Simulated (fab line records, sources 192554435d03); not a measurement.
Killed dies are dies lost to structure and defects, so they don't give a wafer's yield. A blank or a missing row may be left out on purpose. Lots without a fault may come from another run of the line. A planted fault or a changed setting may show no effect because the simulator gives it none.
Problem report in the 8D (eight disciplines) form, filled by code | flow n5_finfet | the parts of the form that need people (team, actions taken, sign-off) are left out

1. THE PROBLEM
killed_at_M0_to_M3 at N5_PASSIVATION_PROBE_49 reads a mean of 177 on 2 wafers of 1 lot; wafers without a fault read 35 with a standard deviation of 10. That is +14 standard deviations from the usual mean.
First seen on wafer L163.3, day 14 06:07, on prober-01. The record holds 15 wafers of 5 lots with a number at this step. Rule for "out", or "out of limits": more than 4 standard deviations from the usual mean. The other wafers with a number count as sound.

2. WHAT IT IS AND WHAT IT IS NOT
question                    | is                                                                                                      | is not
which readings at this step | killed_at_M0_to_M3, defect_limited_yield, killed_dies, sort_bin_5_function, sort_n_pass, sort_yield_pct | killed_at_M4_up, killed_at_contacts, killed_at_front_end, killed_at_other, killed_open, killed_short, sort_bin_4_leakage
which lots                  | L163                                                                                                    | L159, L160, L164, L168
which wafers of those lots  | L163.3, L163.6                                                                                          | L163.1
read on which tools         | prober-01                                                                                               | prober-02
when                        | from day 14 06:07                                                                                       | up to then (7 sound wafers); but 6 sound wafers of L164, L168 came after

3. SUSPECTS, AND WHAT RULES EACH OUT
Counting: a tool at a process step up to the reading stays a suspect if it ran every lot that is out. Sound lots after the first of them don't rule it out here, since some wafers of a struck lot are sound.
- rie_diel-02 at N5_BEOL_M0_ETCH_128 (etches SiCN in CF4/N2, target depth 12 nm, overetch 5.1 nm, time 21.4 s): kept. It ran the lot that is out, L163 (day 7 19:50); its last sound lot up to then is L160 (day 7 03:05).
- rie_diel-03 at N5_PASSIVATION_STRIP_48 (strips in O2): kept. It ran the lot that is out, L163 (day 14 03:31).
- prober-01 at N5_PASSIVATION_PROBE_49: kept. It ran the lot that is out, L163 (day 14 06:01). Its own readings are out on those wafers: defect_limited_yield, killed_at_M0_to_M3, killed_dies, sort_bin_5_function, sort_n_pass, sort_yield_pct.
- Within rie_diel-02 at N5_BEOL_M0_ETCH_128: the wafers that are out ran in chamber 2; their sound lot-mates ran in chamber 1.
- Within rie_diel-03 at N5_PASSIVATION_STRIP_48: the wafers that are out ran in chambers 0, 3; their sound lot-mates ran in chamber 1.
Left after counting: rie_diel-02 at N5_BEOL_M0_ETCH_128, rie_diel-03 at N5_PASSIVATION_STRIP_48, prober-01 at N5_PASSIVATION_PROBE_49.

4. THE CAUSE (what the simulator had put in)
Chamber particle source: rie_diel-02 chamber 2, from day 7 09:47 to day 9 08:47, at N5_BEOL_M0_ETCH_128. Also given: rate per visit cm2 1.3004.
Counting left 3 suspects, and this tool is among them.

5. THE CHAIN OF EFFECTS, in route order
Each row: a reading whose mean over the struck wafers that have a number lies more than 3 standard deviations from the usual. Only readings for which the record gives a usual standard deviation are gone through. hours: the time from each lot's start at the first step in this table that gives one to its start at this step, as a median over the lots. sigmas: the change in usual standard deviations.
hours | step                    | reading              | usual  | on struck wafers | change | sigmas
0     | N5_PASSIVATION_PROBE_49 | defect_limited_yield | 91.0 % | 79.2             | -11.8  | -8.4
0     | N5_PASSIVATION_PROBE_49 | killed_at_M0_to_M3   | 35     | 177              | +142   | +14
0     | N5_PASSIVATION_PROBE_49 | killed_dies          | 107    | 245              | +138   | +8.1
0     | N5_PASSIVATION_PROBE_49 | sort_bin_5_function  | 5.3 %  | 12.7             | +7.4   | +8.0
0     | N5_PASSIVATION_PROBE_49 | sort_n_pass          | 1073   | 935              | -138   | -8.1
0     | N5_PASSIVATION_PROBE_49 | sort_yield_pct       | 90.9 % | 79.2             | -11.7  | -8.4
The process steps in it:
- N5_PASSIVATION_PROBE_49

6. WHAT WOULD HAVE CAUGHT IT SOONER
In this record the first reading out of limits was taken at day 14 06:07, 164 hours after the fault began at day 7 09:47.
Of the tool readings at N5_BEOL_M0_ETCH_128 for which the record gives a usual standard deviation, none was out on any struck wafer, so an alarm limit of 4 standard deviations on them would not have fired.
All the lots that are out (1) had begun N5_BEOL_M0_ETCH_128 on rie_diel-02 by day 14 06:07. A hold on the tool at that time would have spared none of them.
